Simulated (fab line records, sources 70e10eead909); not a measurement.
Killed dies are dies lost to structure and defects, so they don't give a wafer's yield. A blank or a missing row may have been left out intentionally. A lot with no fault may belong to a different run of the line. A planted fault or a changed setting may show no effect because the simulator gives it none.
fab line records    flow nand_harc    part 2 of 2: steps 21 to 29 of 29
record lots=5  wafers=15  last_day=33
route steps=1302 shown A_BLC@1111 A_M0@1137
lots that met no fault: taken from a fault-free run of the same line
start_h: the number of hours between the record's first day and the start of the first shown wafer of the lot    wait_h: hours since the lot's step before    " as in the row above    L1.1+2: one row covering several wafers at once    - value missing, or start not given    * or withheld: withheld    < > ~ a bound
route shown NAME@n: names a module that has steps shown in the file, with the first one's number in the route    usual: mean/standard deviation of fault-free wafers    same: alike in all rows    chamber/n: place in a boat    sites: each site's reading    _std_site: standard deviation across them    _edge_site: outer sites' mean less inner sites'    radius_mm: for every site, how far away it sits from the centre of the wafer    mask NAME#n: copy n    behind: tool/chamber where the wafer was last shaped    hold: why the lot went on hold/how many hours it stayed there/how the hold came to an end    device: names the non-switching transistor (n, p or np)    end of line: the route-end tests of the same wafers    where a step has no rows: the recipe by itself    killed: not the wafer's yield, but the dies lost to structure and defects at the first sort    map: a wafer's dies, marking killed ones x, the rest . and places with no die _
set.NAME: the setting as run; set.NAME@STEP: as run at that earlier step    model.NAME: the simulator's own value behind a step, which no gauge read
lots at some steps of the route; a table a step, a row a wafer
services: when a tool's chamber went out of use (start_h, in hours from the record's first day, below 0 if earlier), for how many hours, and the reason
## steps
# step NHARC_A_BLC_ALD_23
# recipe target_thk_a=30  pulse_time_s=1  ald_cycles=150  temp_c=450  material=TiN
# usual heater_power_w=1004/120  precursor_pulse_height_rel=1.000/0.017  susceptor_temp_C=450.01/0.28
lot.wafer  tool          chamber  start_h  wait_h  heater_power_w  precursor_pulse_height_rel  susceptor_temp_C
L080.2     ald_metal-01  0        580.09   -       926             0.978                       449.64
L080.1     "             3        "        "       930             0.994                       450.22
L080.5     "             1        "        "       1130            0.996                       449.58
L081.3     ald_metal-03  1        603.17   -       995             0.962                       449.98
L081.1     "             3        "        "       1144            1.016                       450.24
L081.5     "             0        "        "       827             0.993                       450.08
L093.2     ald_metal-01  3        695.29   -       944             1.006                       450.11
L093.3     "             1        "        "       1128            1.004                       449.80
L093.4     "             2        "        "       1010            1.001                       450.36
L094.2     ald_metal-03  0        711.87   -       828             1.002                       449.86
L094.4     "             2        "        "       963             1.016                       449.63
L094.5     "             0        "        "       790             1.019                       449.77
L096.3     ald_metal-03  1        738.18   -       975             1.007                       449.74
L096.1     "             3        "        "       1122            0.975                       449.38
L096.6     "             2        "        "       963             1.014                       449.99
# step NHARC_A_BLC_CVD_24
# recipe target_thk_a=1500  temp_c=300  pressure_torr=40  wf6_flow_sccm=40  h2_flow_sccm=1600  ar_flow_sccm=1560  time_s=434  material=W
# usual heater_power_w=422/25  mfc_h2_sccm=1599/4.8  susceptor_temp_C=299.96/0.18  throttle_valve_pct=8.15/0.24
lot.wafer  tool      chamber  start_h  wait_h  heater_power_w  mfc_h2_sccm  susceptor_temp_C  throttle_valve_pct
L080.1     cvd_w-01  1        -        -       389             1597         299.94            8.14
L080.2     "         0        "        "       409             1600         300.20            7.66
L080.5     "         0        "        "       423             1596         299.97            7.90
L081.1     cvd_w-02  0        -        -       399             1603         300.09            7.92
L081.3     "         1        "        "       463             1598         300.22            7.81
L081.5     "         0        "        "       413             1595         300.01            7.99
L093.2     cvd_w-01  0        -        -       412             1593         300.05            8.06
L093.3     "         0        "        "       408             1594         300.06            8.00
L093.4     "         0        "        "       415             1597         299.99            8.28
L094.2     cvd_w-02  0        -        -       424             1599         299.99            8.52
L094.4     "         1        "        "       459             1597         300.00            8.46
L094.5     "         0        "        "       422             1605         299.91            8.65
L096.1     cvd_w-02  1        -        -       455             1612         299.92            8.31
L096.3     "         1        "        "       446             1602         299.81            8.13
L096.6     "         0        "        "       425             1600         299.69            8.29
# step NHARC_A_BLC_CMP_25
# recipe t_overpolish_s=30  target_thk_nm=150
# usual motor_current_A=11.7/1.1  overpolish_run_s=30.001/0.0094  time_to_endpoint_s=30.0/2.5
lot.wafer  tool    chamber  start_h  wait_h  motor_current_A  overpolish_run_s  time_to_endpoint_s
L080.1     cmp-02  3        580.82   0.5     11.6             29.996            28.9
L080.2     "       2        "        "       11.1             29.983            31.9
L080.5     "       0        "        "       13.6             29.999            29.8
L081.3     cmp-02  2        603.92   0.3     11.1             30.003            33.5
L081.1     "       3        "        "       12.4             30.005            27.7
L081.5     "       1        "        "       12.2             30.003            29.1
L093.3     cmp-04  1        696.45   0.5     11.0             30.002            30.0
L093.4     "       3        "        "       13.9             29.991            29.6
L093.2     "       0        "        "       11.1             29.998            24.9
L094.4     cmp-04  0        712.64   0.3     12.3             29.992            32.4
L094.2     "       2        "        "       10.0             30.018            34.1
L094.5     "       0        "        "       12.1             29.988            29.7
L096.1     cmp-02  3        738.95   0.5     11.9             30.007            28.3
L096.3     "       0        "        "       13.6             29.977            26.8
L096.6     "       0        "        "       13.4             29.975            30.9
# step NHARC_A_BLC_SRD_27
lot.wafer   tool          chamber  start_h  wait_h
L080.2+1+5  wet_bench-02  0,1,2    581.15   0.0
L081.5+1+3  wet_bench-02  6,1,2    604.20   0.0
L093.2+4+3  wet_bench-06  5,7,1    696.78   0.0
L094.2+4+5  wet_bench-01  0,3,4    712.93   0.0
L096.3+6+1  wet_bench-01  2,4,7    739.27   0.0
# step NHARC_A_BLC_INSPECT_28
# usual raw_defect_count=519/120
lot.wafer  tool               chamber  start_h  wait_h  raw_defect_count
L080.1     defect_inspect-02  -        581.23   0.1     363
L080.2     "                  -        "        "       301
L080.5     "                  -        "        "       315
L081.1     defect_inspect-02  -        604.29   0.1     484
L081.3     "                  -        "        "       474
L081.5     "                  -        "        "       461
L093.2     defect_inspect-02  -        696.85   0.1     665
L093.3     "                  -        "        "       678
L093.4     "                  -        "        "       543
L094.2     defect_inspect-02  -        713.02   0.1     539
L094.4     "                  -        "        "       570
L094.5     "                  -        "        "       704
L096.1     defect_inspect-02  -        739.35   0.1     485
L096.3     "                  -        "        "       561
L096.6     "                  -        "        "       431
# step NHARC_A_M0_DEP_00
# recipe target_thk_a=1500  target_thk_nm=150  temp_c=withheld  pressure_torr=5  flow_sccm=200  rf_w=600  material=SiOC
# usual rf_fwd_power_W=598.3/1.7
lot.wafer  tool      chamber  start_h  wait_h  rf_fwd_power_W
L080.2     pecvd-03  0        581.29   0.1     598.6
L080.1     "         1        "        "       599.3
L080.5     "         0        "        "       596.5
L081.3     pecvd-01  0        604.35   0.1     600.2
L081.1     "         1        "        "       595.8
L081.5     "         1        "        "       598.1
L093.3     pecvd-03  1        696.92   0.1     596.9
L093.2     "         0        "        "       597.5
L093.4     "         0        "        "       598.9
L094.2     pecvd-04  2        713.28   0.3     600.7
L094.5     "         0        "        "       597.2
L094.4     "         1        "        "       597.6
L096.3     pecvd-01  2        739.52   0.2     598.1
L096.1     "         0        "        "       597.4
L096.6     "         0        "        "       594.9
# step NHARC_A_M0_DEHYDRATE_01
# recipe temp_c=150  time_s=120
# usual chill_plate_temp_C=23.02/0.098  exhaust_pa=45.0/1
lot.wafer  tool            chamber  start_h  wait_h  chill_plate_temp_C  exhaust_pa
L080.1     litho_track-04  0        581.70   -       23.05               46.6
L080.2     "               0        "        "       23.13               46.2
L080.5     "               0        "        "       23.02               45.8
L081.1     litho_track-04  0        604.76   -       22.97               45.1
L081.3     "               0        "        "       22.97               45.6
L081.5     "               0        "        "       23.03               44.5
L093.2     litho_track-04  0        697.33   -       22.96               43.5
L093.3     "               0        "        "       23.13               44.6
L093.4     "               0        "        "       23.00               45.2
L094.2     litho_track-06  0        713.59   -       23.04               46.1
L094.4     "               0        "        "       22.99               47.0
L094.5     "               0        "        "       22.98               47.1
L096.1     litho_track-06  0        739.90   -       22.79               44.4
L096.3     "               0        "        "       22.95               42.6
L096.6     "               0        "        "       23.00               42.8
# step NHARC_A_M0_HMDS_02
# recipe time_s=30
# usual chill_plate_temp_C=23.03/0.11  exhaust_pa=44.9/0.91
lot.wafer  tool            chamber  start_h  wait_h  chill_plate_temp_C  exhaust_pa
L080.1     litho_track-04  0        -        -       23.21               44.4
L080.2     "               0        "        "       23.07               45.2
L080.5     "               0        "        "       23.11               45.4
L081.1     litho_track-04  0        -        -       23.18               45.4
L081.3     "               0        "        "       23.17               45.8
L081.5     "               0        "        "       23.25               44.6
L093.2     litho_track-04  0        -        -       23.15               45.4
L093.3     "               0        "        "       23.08               44.9
L093.4     "               0        "        "       23.19               45.6
L094.2     litho_track-06  0        -        -       23.02               44.9
L094.4     "               0        "        "       22.87               44.7
L094.5     "               0        "        "       22.76               44.0
L096.1     litho_track-06  0        -        -       23.02               44.4
L096.3     "               0        "        "       23.12               43.9
L096.6     "               0        "        "       23.20               43.5
# step NHARC_A_M0_COAT_33
# recipe temp_c=200  time_s=65
# usual chill_plate_temp_C=22.99/0.094  exhaust_pa=44.9/0.8
lot.wafer  tool            chamber  start_h  wait_h  chill_plate_temp_C  exhaust_pa
L080.1     litho_track-04  0        -        -       22.97               44.5
L080.2     "               0        "        "       23.07               43.9
L080.5     "               0        "        "       23.00               44.3
L081.1     litho_track-04  0        -        -       22.98               45.7
L081.3     "               0        "        "       23.01               45.4
L081.5     "               0        "        "       22.83               45.7
L093.2     litho_track-04  0        -        -       23.04               44.8
L093.3     "               0        "        "       23.16               45.0
L093.4     "               0        "        "       23.01               45.3
L094.2     litho_track-06  0        -        -       23.07               44.0
L094.4     "               0        "        "       23.10               43.2
L094.5     "               0        "        "       23.00               43.5
L096.1     litho_track-06  0        -        -       23.06               44.8
L096.3     "               0        "        "       22.99               45.8
L096.6     "               0        "        "       23.05               45.2
## services
tool            chamber  start_h  hours  kind
cvd_w-02        0        560.83   12.5   repair
rie_diel-12     1        566.86   5.8    repair
ald_metal-03    -        568.02   10.0   pm
wet_bench-01    -        571.57   1.8    repair
pvd_sputter-02  -        572.80   15.3   repair
pvd_sputter-01  -        588.01   10.0   pm
rie_diel-03     0        590.83   8.3    repair
wet_bench-02    -        596.00   8.0    pm
rie_diel-12     -        596.48   1.3    repair
pvd_sputter-02  -        610.30   15.0   repair
wet_bench-01    -        618.88   2.6    repair
rie_diel-12     -        622.40   9.0    pm
wet_bench-01    -        629.60   8.0    pm
pvd_sputter-03  -        631.29   2.7    repair
rie_diel-07     2        632.19   1.4    repair
rie_diel-03     -        635.55   9.0    pm
pvd_sputter-02  -        638.08   10.0   pm
rie_diel-07     -        650.11   9.0    pm
litho_track-01  -        680.00   7.0    pm
rie_diel-12     0        701.74   1.2    repair
rie_diel-07     2        703.39   1.8    repair
litho_track-06  -        704.00   7.0    pm
litho_track-04  -        728.00   7.0    pm
rie_diel-03     -        735.33   0.4    repair
